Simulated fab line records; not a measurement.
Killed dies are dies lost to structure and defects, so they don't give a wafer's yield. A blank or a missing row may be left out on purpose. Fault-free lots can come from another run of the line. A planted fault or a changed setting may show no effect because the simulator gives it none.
fab line records ; flow nandHarc
record lots=13; wafers=39; lastDay=33
route steps=1302 shown P_ZERO_WELL@14 P_STI@100 P_GATE@122 END@1302
lots that met no fault: from a run of the same line without faults
startH: the number of hours between the record's first day and the start of the first shown wafer of the lot ; waitH: hours since the lot's step before ; " unchanged from the row above ; L1.1+2: one row covering several wafers at once ; - value missing, or start not given ; * or withheld: withheld ; < > ~ a bound
route shown NAME@n: names a module that has steps shown in the file, with the first one's number in the route ; usual: mean/standard deviation of fault-free wafers ; same: alike in all rows ; chamber/n: place in a boat ; sites: readings site by site ; _std_site: how widely they spread, as a standard deviation ; _edge_site: inner sites' mean taken away from outer sites' mean ; radiusMm: for every site, how far away it sits from the centre of the wafer ; mask NAME#n: copy n ; behind: the most recent tool/chamber to have shaped the wafer ; hold: reason for holding the lot/hours on hold/outcome of the hold ; device: the n, p or np transistor that did not switch ; end of line: the same wafers' tests at the end of the route ; for a step that has no rows: nothing shown but its recipe ; killed: dies that structure and defects cost at the first sort, which is not the same as the wafer's yield ; map: the dies of a wafer, with x for killed, . for not killed, _ for no die there
set.NAME: setting as actually run; set.NAME@STEP: the setting as run at that earlier step ; model.NAME: the simulator's own value behind a step, which no gauge read
one table for each step of the route and one row for each wafer, over a sample of lots
services: a tool's chamber out of use, with start hour (startH, from the record's first day; less than 0 if before it), hours out, and reason
## steps
# step NHARC_P_ZERO_WELL_CD_MEAS_11
# recipe targetCdNm=500; landingEnergyEv=500
# usual cdNm=499.6/2.3
lot.wafer;tool;chamber;startH;waitH;cdNm
L880.1;cdSem-03;0;41.12;-;499.7
L880.5;cdSem-03;0;41.12;-;497.2
L880.6;cdSem-03;0;41.12;-;496.3
L881.1;cdSem-03;0;51.12;-;499.8
L881.4;cdSem-03;0;51.12;-;497.1
L881.5;cdSem-03;0;51.12;-;500.9
L882.1;cdSem-03;0;61.24;-;503.3
L882.3;cdSem-03;0;61.24;-;503.6
L882.5;cdSem-03;0;61.24;-;498.7
L884.1;cdSem-02;0;81.25;-;502.3
L884.2;cdSem-02;0;81.25;-;502.9
L884.5;cdSem-02;0;81.25;-;498.9
L885.1;cdSem-03;0;91.24;-;500.0
L885.4;cdSem-03;0;91.24;-;501.4
L885.6;cdSem-03;0;91.24;-;502.9
L889.3;cdSem-03;0;131.24;-;501.3
L889.4;cdSem-03;0;131.24;-;502.3
L889.5;cdSem-03;0;131.24;-;499.3
L890.4;cdSem-03;0;141.25;-;494.7
L890.5;cdSem-03;0;141.25;-;500.5
L890.6;cdSem-03;0;141.25;-;501.3
L893.2;cdSem-01;0;171.24;-;500.1
L893.5;cdSem-01;0;171.24;-;501.9
L893.6;cdSem-01;0;171.24;-;500.9
L894.1;cdSem-02;0;181.26;-;500.1
L894.4;cdSem-02;0;181.26;-;496.8
L894.5;cdSem-02;0;181.26;-;500.3
L897.2;cdSem-02;0;211.12;-;500.7
L897.4;cdSem-02;0;211.12;-;499.3
L897.6;cdSem-02;0;211.12;-;501.5
L898.1;cdSem-03;0;221.14;-;500.0
L898.4;cdSem-03;0;221.14;-;502.5
L898.6;cdSem-03;0;221.14;-;498.7
L899.2;cdSem-03;0;231.11;-;502.7
L899.5;cdSem-03;0;231.11;-;499.3
L899.6;cdSem-03;0;231.11;-;501.1
L900.1;cdSem-01;0;241.35;-;500.4
L900.3;cdSem-01;0;241.35;-;499.7
L900.6;cdSem-01;0;241.35;-;501.9
# step NHARC_P_ZERO_WELL_DESCUM_39
# recipe timeS=3; o2FlowSccm=200; arFlowSccm=0; biasPowerW=0; chemistry=O2
# usual drypumpMotorCurrentA=5.6/0.43; oesProductAu=1.004/0.012; rfVppV=57.8/0.92; showerheadPlenumPTorr=1.91/0.096; throttleValvePct=11.311/0.009
lot.wafer;tool;chamber;startH;waitH;drypumpMotorCurrentA;oesProductAu;rfHoursCounterH;rfVppV;showerheadPlenumPTorr;throttleValvePct
L880.1;rieDiel-04;1;44.24;-;6.0;1.025;14;57.3;1.80;11.314
L880.6;rieDiel-04;2;44.24;-;4.8;0.996;-;57.8;1.98;11.316
L880.5;rieDiel-04;3;44.24;-;5.5;1.006;-;57.2;1.77;11.300
L881.4;rieDiel-04;0;54.14;-;5.3;0.991;15;57.5;2.02;11.322
L881.1;rieDiel-04;2;54.14;-;4.8;1.003;14;58.4;1.98;11.319
L881.5;rieDiel-04;0;54.14;-;5.3;0.992;-;58.9;2.02;11.306
L882.3;rieDiel-04;3;64.81;-;5.5;1.002;15;58.0;1.77;11.315
L882.1;rieDiel-04;0;64.81;-;5.3;0.993;18;58.6;2.02;11.302
L882.5;rieDiel-04;3;64.81;-;5.6;1.001;-;58.1;1.77;11.309
L884.1;rieDiel-02;3;84.40;-;5.1;1.014;8;57.0;1.94;11.323
L884.2;rieDiel-02;0;84.40;-;6.3;0.991;7;57.9;2.02;11.327
L884.5;rieDiel-02;0;84.40;-;6.4;0.990;-;57.5;2.02;11.292
L885.4;rieDiel-13;1;94.25;-;6.1;1.009;31;57.9;1.78;11.309
L885.1;rieDiel-13;0;94.25;-;5.5;1.018;31;57.4;2.00;11.313
L885.6;rieDiel-13;1;94.25;-;6.1;0.992;-;57.8;1.78;11.298
L889.3;rieDiel-04;2;134.40;-;4.8;1.009;41;57.0;1.97;11.313
L889.4;rieDiel-04;1;134.40;-;6.0;1.001;44;57.6;1.79;11.321
L889.5;rieDiel-04;3;134.40;-;5.6;1.000;-;56.4;1.76;11.320
L890.4;rieDiel-04;2;144.42;-;4.8;1.016;43;58.2;1.97;11.304
L890.5;rieDiel-04;1;144.42;-;6.0;1.012;-;56.9;1.79;11.305
L890.6;rieDiel-04;2;144.42;-;4.8;1.016;-;57.0;1.97;11.314
L893.2;rieDiel-13;1;175.31;-;6.1;1.012;0;56.8;1.78;11.304
L893.5;rieDiel-13;2;175.31;-;6.1;0.986;-;57.8;1.92;11.301
L893.6;rieDiel-13;3;175.31;-;5.2;0.998;-;57.4;1.97;11.315
L894.4;rieDiel-13;0;184.64;-;5.5;1.024;4;58.0;1.99;11.315
L894.1;rieDiel-13;1;184.64;-;6.1;1.018;6;57.6;1.77;11.295
L894.5;rieDiel-13;0;184.64;-;5.5;1.007;-;57.9;1.99;11.313
L897.2;rieDiel-04;2;214.29;-;4.8;1.014;5;59.1;1.96;11.319
L897.6;rieDiel-04;3;214.29;-;5.6;0.976;-;58.0;2.07;11.297
L897.4;rieDiel-04;2;214.29;-;4.9;1.009;-;58.6;1.96;11.313
L898.1;rieDiel-13;3;225.09;-;5.2;1.016;17;57.9;1.96;11.315
L898.4;rieDiel-13;1;225.09;-;6.0;1.005;17;56.4;1.77;11.317
L898.6;rieDiel-13;0;225.09;-;5.5;1.019;-;57.8;1.99;11.328
L899.2;rieDiel-04;3;235.09;-;5.6;0.984;12;59.1;2.07;11.311
L899.5;rieDiel-04;3;235.09;-;5.5;0.986;-;59.2;2.07;11.327
L899.6;rieDiel-04;0;235.09;-;5.3;0.988;-;57.8;2.01;11.302
L900.3;rieDiel-02;3;245.19;-;5.1;0.989;9;58.2;1.92;11.314
L900.1;rieDiel-02;0;245.19;-;6.4;1.003;7;58.4;2.01;11.301
L900.6;rieDiel-02;2;245.19;-;5.3;1.001;-;57.3;1.90;11.301
# step NHARC_P_STI_CMP_21
# recipe tOverpolishS=20; targetThkNm=380.67
# usual motorCurrentA=11.9/1.2; overpolishRunS=19.999/0.0092; tOverpolishS=20/0
lot.wafer;tool;chamber;startH;waitH;motorCurrentA;overpolishRunS;tOverpolishS
L880.1;cmp-03;2;84.24;0.4;11.4;20.000;20
L880.6;cmp-03;0;84.24;0.4;11.1;19.985;20
L880.5;cmp-03;1;84.24;0.4;10.1;20.007;20
L881.1;cmp-01;0;94.36;0.4;12.2;19.994;20
L881.4;cmp-01;3;94.36;0.4;11.5;20.001;20
L881.5;cmp-01;0;94.36;0.4;13.0;20.000;20
L882.1;cmp-02;1;108.98;0.4;12.1;19.986;20
L882.3;cmp-02;3;108.98;0.4;10.1;20.003;20
L882.5;cmp-02;0;108.98;0.4;12.9;19.996;20
L884.1;cmp-03;2;130.44;0.4;11.2;20.011;20
L884.2;cmp-03;1;130.44;0.4;10.1;19.983;20
L884.5;cmp-03;2;130.44;0.4;11.2;20.002;20
L885.1;cmp-03;2;137.92;0.4;11.2;20.000;20
L885.4;cmp-03;1;137.92;0.4;9.9;19.998;20
L885.6;cmp-03;3;137.92;0.4;11.4;19.999;20
L889.4;cmp-03;1;174.45;0.4;10.1;113.10;113.1
L889.3;cmp-03;3;174.45;0.4;11.2;113.09;113.1
L889.5;cmp-03;2;174.45;0.4;11.9;113.10;113.1
L890.4;cmp-02;0;181.39;0.4;13.3;19.998;20
L890.5;cmp-02;3;181.39;0.4;10.1;19.999;20
L890.6;cmp-02;0;181.39;0.4;12.4;20.012;20
L893.2;cmp-03;3;211.28;0.4;11.7;113.09;113.1
L893.5;cmp-03;3;211.28;0.4;11.1;113.10;113.1
L893.6;cmp-03;0;211.28;0.4;11.8;113.10;113.1
L894.1;cmp-02;1;225.29;0.4;11.4;19.994;20
L894.4;cmp-02;2;225.29;0.4;10.9;20.005;20
L894.5;cmp-02;1;225.29;0.4;11.4;20.004;20
L897.4;cmp-01;0;254.14;0.4;12.0;19.992;20
L897.2;cmp-01;3;254.14;0.4;12.0;20.003;20
L897.6;cmp-01;0;254.14;0.4;12.1;19.997;20
L898.1;cmp-01;1;265.21;0.4;12.4;20.008;20
L898.4;cmp-01;0;265.21;0.4;12.0;20.002;20
L898.6;cmp-01;2;265.21;0.4;14.6;19.999;20
L899.2;cmp-01;1;280.90;0.4;11.9;19.989;20
L899.6;cmp-01;1;280.90;0.4;11.8;20.017;20
L899.5;cmp-01;2;280.90;0.4;14.4;19.995;20
L900.3;cmp-01;2;288.95;0.4;14.1;19.990;20
L900.1;cmp-01;3;288.95;0.4;10.9;20.003;20
L900.6;cmp-01;3;288.95;0.4;10.9;19.979;20
# step NHARC_P_GATE_CD_MEAS_11
# recipe targetCdNm=1640; landingEnergyEv=500
# usual cdNm=1640.0/2.6
lot.wafer;tool;chamber;startH;waitH;cdNm
L880.1;cdSem-02;0;102.74;-;1641.6
L880.5;cdSem-02;0;102.74;-;1640.2
L880.6;cdSem-02;0;102.74;-;1642.8
L881.1;cdSem-02;0;110.81;-;1639.7
L881.4;cdSem-02;0;110.81;-;1639.5
L881.5;cdSem-02;0;110.81;-;1640.2
L882.1;cdSem-03;0;130.14;-;1637.8
L882.3;cdSem-03;0;130.14;-;1640.0
L882.5;cdSem-03;0;130.14;-;1634.2
L884.1;cdSem-02;0;149.80;-;1644.6
L884.2;cdSem-02;0;149.80;-;1642.2
L884.5;cdSem-02;0;149.80;-;1641.8
L885.1;cdSem-01;0;160.61;-;1642.4
L885.4;cdSem-01;0;160.61;-;1641.7
L885.6;cdSem-01;0;160.61;-;1635.5
L890.4;cdSem-01;0;195.12;-;1637.4
L890.5;cdSem-01;0;195.12;-;1641.9
L890.6;cdSem-01;0;195.12;-;1639.7
L889.3;cdSem-02;0;195.28;-;1637.9
L889.4;cdSem-02;0;195.28;-;1634.7
L889.5;cdSem-02;0;195.28;-;1635.9
L893.2;cdSem-01;0;230.12;-;1639.9
L893.5;cdSem-01;0;230.12;-;1637.1
L893.6;cdSem-01;0;230.12;-;1640.9
L894.1;cdSem-02;0;243.58;-;1641.7
L894.4;cdSem-02;0;243.58;-;1643.8
L894.5;cdSem-02;0;243.58;-;1641.8
L897.2;cdSem-01;0;268.89;-;1640.5
L897.4;cdSem-01;0;268.89;-;1639.5
L897.6;cdSem-01;0;268.89;-;1639.1
L898.1;cdSem-03;0;282.23;-;1638.4
L898.4;cdSem-03;0;282.23;-;1642.2
L898.6;cdSem-03;0;282.23;-;1642.7
L899.2;cdSem-02;0;299.43;-;1634.1
L899.5;cdSem-02;0;299.43;-;1640.6
L899.6;cdSem-02;0;299.43;-;1638.9
L900.1;cdSem-03;0;312.00;-;1638.7
L900.3;cdSem-03;0;312.00;-;1644.5
L900.6;cdSem-03;0;312.00;-;1641.4
# step NHARC_END_SORT_01
# recipe tempC=25
# usual killedAtArray=46/15; killedAtOther=1.0/1.3; killedAtPeriphery=4/3; killedDies=51/15; killedOpen=3.2/1.8; killedShort=2.5/1.5
# same grossDies=677
lot.wafer;tool;chamber;startH;waitH;killedAtArray;killedAtOther;killedAtPeriphery;killedDies;killedOpen;killedShort
L885.1;prober-02;0;654.69;2.5;39;3;5;47;5;3
L885.4;prober-02;0;657.12;3.4;30;3;3;36;3;0
L885.6;prober-02;0;658.74;4.0;49;2;0;51;5;1
L889.3;prober-02;0;664.08;3.0;33;0;2;35;6;5
L889.4;prober-02;0;664.86;3.3;36;0;7;43;2;3
L889.5;prober-02;0;665.64;3.6;19;0;5;24;3;2
L890.4;prober-01;0;672.56;3.4;41;0;5;46;2;3
L890.5;prober-01;0;673.36;3.7;47;1;3;51;0;2
L890.6;prober-01;0;674.17;4.0;42;0;4;46;5;4
L893.2;prober-01;0;699.72;2.8;33;3;15;51;5;4
L893.5;prober-01;0;702.11;3.7;31;4;6;41;3;2
L893.6;prober-01;0;702.91;4.0;29;3;9;41;3;2
L897.2;prober-02;0;748.33;2.8;66;0;3;69;7;2
L897.4;prober-02;0;749.93;3.4;43;0;0;43;3;0
L897.6;prober-02;0;751.53;4.0;44;0;1;45;1;1
# killed by level:class
L885.1 A_SLIT:chamberFilmFlake=18 A_CHANNEL_HOLE_D1:chamberFilmFlake=7 A_CHANNEL_HOLE_D2:chamberFilmFlake=5 P_M0:geometricParticle:open=2 A_STAIRCASE:chamberFilmFlake=2 A_BONDPAD:chamberFilmFlake=2 THIN_TSV:chamberFilmFlake=2 P_STI:geometricParticle:short=1
L885.4 A_SLIT:chamberFilmFlake=19 A_CHANNEL_HOLE_D2:chamberFilmFlake=4 A_ZERO_WELL:chamberFilmFlake=2 THIN_TSV:chamberFilmFlake=2 P_GATE:geometricParticle:open=1 A_ONON_D2:geometricParticle:open=1 A_CHANNEL_HOLE_D2:geometricParticle:open=1 P_STI:chamberFilmFlake=1
L885.6 A_SLIT:chamberFilmFlake=24 A_CHANNEL_HOLE_D2:chamberFilmFlake=7 A_CONTACT:chamberFilmFlake=3 A_ZERO_WELL:chamberFilmFlake=2 A_STAIRCASE:chamberFilmFlake=2 A_WL_FILL:chamberFilmFlake=2 THIN_TSV:chamberFilmFlake=2 A_CHANNEL_HOLE_D1:geometricParticle:open=1
L889.3 A_CHANNEL_HOLE_D2:chamberFilmFlake=11 A_CHANNEL_HOLE_D1:chamberFilmFlake=5 A_SLIT:chamberFilmFlake=5 A_BLC:geometricParticle:open=3 P_M0:geometricParticle:short=1 A_ONON_D1:geometricParticle:open=1 A_CHANNEL_HOLE_D1:geometricParticle:short=1 A_DECK1_JOINT:geometricParticle:short=1
L889.4 A_CHANNEL_HOLE_D2:chamberFilmFlake=13 P_GATE:chamberFilmFlake=5 A_SLIT:chamberFilmFlake=5 A_CHANNEL_HOLE_D1:chamberFilmFlake=4 A_STAIRCASE:chamberFilmFlake=4 A_ZERO_WELL:chamberFilmFlake=2 A_CONTACT:chamberFilmFlake=2 P_M1:geometricParticle:short=1
L889.5 A_CHANNEL_HOLE_D2:chamberFilmFlake=11 A_CHANNEL_HOLE_D1:chamberFilmFlake=5 A_ONON_D2:geometricParticle:open=2 P_GATE:chamberFilmFlake=2 P_CONTACT:geometricParticle:open=1 P_CONTACT:geometricParticle:short=1 P_M0:geometricParticle:short=1 A_CONTACT:chamberFilmFlake=1
L890.4 A_CHANNEL_HOLE_D2:chamberFilmFlake=13 A_CONTACT:chamberFilmFlake=7 A_CHANNEL_FILL_D2:chamberFilmFlake=6 A_CHANNEL_HOLE_D1:chamberFilmFlake=5 A_STAIRCASE:chamberFilmFlake=4 P_GATE:chamberFilmFlake=3 A_WL_FILL:geometricParticle:open=2 A_ONON_D1:geometricParticle:short=1
L890.5 A_CHANNEL_HOLE_D2:chamberFilmFlake=10 A_CONTACT:chamberFilmFlake=9 A_CHANNEL_HOLE_D1:chamberFilmFlake=7 A_CHANNEL_FILL_D2:chamberFilmFlake=6 A_STAIRCASE:chamberFilmFlake=6 A_SLIT:chamberFilmFlake=3 A_WL_FILL:chamberFilmFlake=3 A_CHANNEL_HOLE_D1:geometricParticle:short=1
L890.6 A_CHANNEL_HOLE_D2:chamberFilmFlake=11 A_CHANNEL_FILL_D2:chamberFilmFlake=7 A_CHANNEL_HOLE_D1:chamberFilmFlake=6 A_STAIRCASE:chamberFilmFlake=4 A_SLIT:chamberFilmFlake=3 A_CONTACT:chamberFilmFlake=3 P_CONTACT:geometricParticle:open=2 A_WL_FILL:geometricParticle:short=2
L893.2 A_CHANNEL_HOLE_D2:chamberFilmFlake=12 P_GATE:chamberFilmFlake=5 A_CHANNEL_HOLE_D1:chamberFilmFlake=5 P_ZERO_WELL:chamberFilmFlake=3 P_BONDPAD:chamberFilmFlake=3 A_STAIRCASE:chamberFilmFlake=3 A_SLIT:chamberFilmFlake=3 THIN_TSV:chamberFilmFlake=3
L893.5 A_CHANNEL_HOLE_D2:chamberFilmFlake=11 A_CHANNEL_HOLE_D1:chamberFilmFlake=6 P_GATE:chamberFilmFlake=4 A_STAIRCASE:chamberFilmFlake=3 THIN_TSV:chamberFilmFlake=3 A_WL_FILL:geometricParticle:open=2 A_CHANNEL_FILL_D2:chamberFilmFlake=2 A_CHANNEL_HOLE_D1:geometricParticle:open=1
L893.6 A_CHANNEL_HOLE_D2:chamberFilmFlake=12 P_GATE:chamberFilmFlake=6 A_CHANNEL_HOLE_D1:chamberFilmFlake=4 A_STAIRCASE:chamberFilmFlake=4 A_SLIT:chamberFilmFlake=3 A_CHANNEL_FILL_D1:geometricParticle:short=2 A_DECK1_JOINT:chamberFilmFlake=2 P_M0:geometricParticle:open=1
L897.2 A_CHANNEL_HOLE_D1:chamberFilmFlake=27 A_CHANNEL_HOLE_D2:chamberFilmFlake=25 A_SLIT:chamberFilmFlake=4 A_ONON_D1:geometricParticle:open=2 A_STAIRCASE:chamberFilmFlake=2 P_GATE:geometricParticle:open=1 P_M1:geometricParticle:open=1 A_ONON_D2:geometricParticle:open=1
L897.4 A_CHANNEL_HOLE_D2:chamberFilmFlake=18 A_CHANNEL_HOLE_D1:chamberFilmFlake=17 A_SLIT:chamberFilmFlake=3 A_ONON_D1:geometricParticle:open=1 A_DECK1_JOINT:geometricParticle:open=1 A_M0:geometricParticle:open=1 A_STAIRCASE:chamberFilmFlake=1 A_CONTACT:chamberFilmFlake=1
L897.6 A_CHANNEL_HOLE_D2:chamberFilmFlake=20 A_CHANNEL_HOLE_D1:chamberFilmFlake=16 A_SLIT:chamberFilmFlake=3 A_STAIRCASE:chamberFilmFlake=2 A_DECK1_JOINT:geometricParticle:open=1 A_BLC:geometricParticle:short=1 P_CONTACT:chamberFilmFlake=1 A_DECK1_JOINT:chamberFilmFlake=1
## services
tool;chamber;startH;hours;kind
rieDiel-13;-;22.69;0.5;repair
cmp-02;-;22.92;0.5;repair
cmp-03;-;64.05;4.0;pm
cmp-01;-;84.74;1.1;repair
cmp-01;-;87.52;4.0;pm
rieDiel-04;3;117.91;8.2;repair
cmp-01;-;119.40;2.6;repair
cmp-03;-;132.49;0.6;repair
cmp-01;-;135.44;0.5;repair
cmp-01;-;144.55;3.3;repair
cmp-03;-;162.05;4.0;pm
rieDiel-13;-;165.06;9.0;pm
cmp-01;-;173.83;0.6;repair
rieDiel-04;-;178.05;9.0;pm
cmp-03;-;178.80;0.4;repair
cmp-01;-;185.52;4.0;pm
cmp-03;-;203.44;0.3;repair
rieDiel-04;0;206.95;14.8;repair
cmp-03;-;209.53;1.2;repair
rieDiel-04;3;220.18;7.9;repair
cmp-03;-;260.05;4.0;pm
cmp-03;-;265.16;0.8;repair
cmp-01;-;283.52;4.0;pm
rieDiel-04;1;287.23;1.5;repair
## key
firstSign step=NHARC_P_STI_CMP_21; reading=tOverpolishS; direction=up; sigmas=99+; usual=20; struck=113.1
effect step=NHARC_P_STI_CMP_21; reading=overpolishRunS; direction=up; sigmas=99+; usual=19.999; struck=113.10
metAt NHARC_P_STI_CMP_21
struckLots L889,L893
testerLeftOut L889,L893
notActingAt NHARC_P_ZERO_WELL_CD_MEAS_11,NHARC_P_ZERO_WELL_DESCUM_39,NHARC_P_GATE_CD_MEAS_11
onsetBetween 137.92 174.45
fault kind=processParameterDrift; tool=cmp-03; chamber=-; onsetH=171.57; steps=NHARC_P_STI_CMP_21; channel=tOverpolishS; offset=93.095; shape=step; endH=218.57; actsIn=theseRecipesOnly; stated=20
# testerLeftOut: of these lots the tester's yield and bins aren't shown, on N5 and GAA mostly nor the transistor test; their killed dies are dies lost to structure and defects alone, not to doping, threshold or leakage, so they don't give the yield
